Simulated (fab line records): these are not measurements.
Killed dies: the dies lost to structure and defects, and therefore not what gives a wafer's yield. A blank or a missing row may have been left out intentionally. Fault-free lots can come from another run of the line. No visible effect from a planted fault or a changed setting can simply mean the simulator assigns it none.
Lot-split experiment	flow n5-finfet	7 lots, 21 wafers read, on a route of 1938 steps

== ABOUT THE SPLIT ==
At N5_BEOL_M11_EXPOSE_08 (exposes mask M11), the setting dose-mj was moved away from the recipe's 53.75 on 8 of the 21 wafers read, by -7.5% to +6.6%. All remaining wafers had this setting at the recipe value.

== FROM THE SPLIT TO THE READING: what the file shows between them, 15 steps ==
- N5_BEOL_M11_PEB_09: peb time 60 s
- N5_BEOL_M11_DEVELOP_10: develop time 30 s
- N5_BEOL_M11_CD_MEAS_11: target cd 64.1 nm
- N5_BEOL_M11_DESCUM_16: chemistry O2, time 7.9 s (also split here: time-s)
- N5_BEOL_M11_ETCH_61: etches SiARC in CF4, target depth 39 nm, time 65 s
- N5_BEOL_M11_ETCH_62: etches SOC in N2/H2, target depth 110 nm, overetch 22 nm, time 165 s
- N5_BEOL_M11_STRIP_68: strips in N2/H2
- N5_BEOL_M11_STRIP_67: strips in CF4
- N5_BEOL_M11_HM_OPEN_17: chemistry Cl2/BCl3, target TiN, target depth 20 nm, overetch 6 nm
- N5_BEOL_M11_STRIP_19: strips in O2
- N5_BEOL_M11_CD_MEAS_18: pitch 140 nm, target cd 70 nm
- N5_BEOL_M11_COAT_63: time 60 s, resist thk 100 nm
- N5_BEOL_M11_COAT_64: time 60 s, resist thk 30 nm
- N5_BEOL_M11_PRECLEAN_42: cleans in residue remover, time 60 s
- N5_BEOL_M11_SRD_43: time 30 s

== THE READING ==
Shown in nm: cd-nm at N5_BEOL_M11_CD_MEAS_35, with target cd 70 nm. Typical for fault-free wafers on this fab line: 69.9 nm, with standard deviation 0.69 nm.

wafer	tool, chamber at the split	dose-mj as run	against the recipe	cd-nm, nm	against lot-mates on the recipe
L074.1	arfi-scanner-02, 0	53.75	recipe	70.3	-
L074.4	arfi-scanner-02, 0	53.75	recipe	69.4	-
L074.5	arfi-scanner-02, 0	53.75	recipe	69.9	-
L080.1	arfi-scanner-01, 0	53.75	recipe	69.6	-
L080.3	arfi-scanner-01, 0	49.73	-7.5%	65.9	-3.7
L080.5	arfi-scanner-01, 0	49.73	-7.5%	66.2	-3.4
L079.3	arfi-scanner-01, 0	53.75	recipe	69.6	-
L079.4	arfi-scanner-01, 0	55.86	+3.9%	72.0	+2.1
L079.5	arfi-scanner-01, 0	53.75	recipe	70.3	-
L082.2	arfi-scanner-03, 0	53.75	recipe	69.6	-
L082.4	arfi-scanner-03, 0	53.75	recipe	69.7	-
L082.6	arfi-scanner-03, 0	57.3	+6.6%	72.5	+2.8
L083.2	arfi-scanner-03, 0	55.9	+4.0%	71.7	+3.1
L083.4	arfi-scanner-03, 0	53.75	recipe	68.6	-
L083.6	arfi-scanner-03, 0	55.9	+4.0%	72.9	+4.3
L088.2	arfi-scanner-01, 0	53.75	recipe	69.4	-
L088.3	arfi-scanner-01, 0	53.75	recipe	69.3	-
L088.4	arfi-scanner-01, 0	53.75	recipe	69.9	-
L095.2	arfi-scanner-03, 0	53.75	recipe	70.2	-
L095.3	arfi-scanner-03, 0	55.27	+2.8%	71.9	+1.7
L095.6	arfi-scanner-03, 0	55.27	+2.8%	70.8	+0.6

THE FIT
A straight line over all 21 wafers: cd-nm changes by +0.51 nm for each +1% of dose-mj; r = +0.96; the points scatter about the line by 0.52 nm.
The same after taking each lot's own level away (the mean of its wafers on the recipe; 21 wafers): +0.525 nm for each +1%; r = +0.94; scatter 0.65 nm.
The reading moves by 3.9 nm for the largest change in dose-mj, on that fit.
The span of the lots' own levels, 68.60 to 70.20 nm, comes to 2.3 times the standard deviation stated above.
The two slopes agree, so the slope changes little with the lot-to-lot level.
Check: for one of the wafers moved furthest among these (-7.5%), held out of the fit, the line's prediction against its lot-mates is -3.85 nm. It came out at -3.7 nm against them.

== FURTHER SPLITS ON THESE WAFERS ==
Other splits were also applied to these wafers ahead of the reading. Each is held against what the fit with the lots' levels taken away leaves over:
other split on the same wafers	wafers away from the commonest value	r with cd-nm (lot level and that fit taken away)
N5_BEOL_M10_ILD_DEP_00 time-s	10	+0.48
N5_BEOL_M11_DESCUM_16 time-s	9	+0.04

== THE WHOLE CHAIN: every reading that the file lists as answering this split, in the file's order ==
step	what it does	reading	change (the file's fit)	r (the file's)
N5_BEOL_M11_CD_MEAS_11	target cd 64.1 nm	cd-nm	+0.552 nm for each +1% of the setting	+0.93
N5_BEOL_M11_ETCH_61	etches SiARC in CF4, target depth 39 nm, time 65 s	BEOL_M11.cd-offset-nm (the simulator's own value, which no gauge read)	+0.58 nm for each +1% of the setting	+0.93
N5_BEOL_M11_ETCH_62	etches SOC in N2/H2, target depth 110 nm, overetch 22 nm, time 165 s	BEOL_M11.cd-offset-nm (the simulator's own value, which no gauge read)	+0.523 nm for each +1% of the setting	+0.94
N5_BEOL_M11_HM_OPEN_17	chemistry Cl2/BCl3, target TiN, target depth 20 nm, overetch 6 nm	BEOL_M11.cd-offset-nm (the simulator's own value, which no gauge read)	+0.535 nm for each +1% of the setting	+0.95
N5_BEOL_M11_CD_MEAS_18	pitch 140 nm, target cd 70 nm	cd-nm	+0.509 nm for each +1% of the setting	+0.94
N5_BEOL_M11_CD_MEAS_35	target cd 70 nm	cd-nm	+0.516 nm for each +1% of the setting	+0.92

== THE FILE'S OWN FIT ==
cd-nm changes by +0.516 nm for each +1% of dose-mj, r = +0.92.
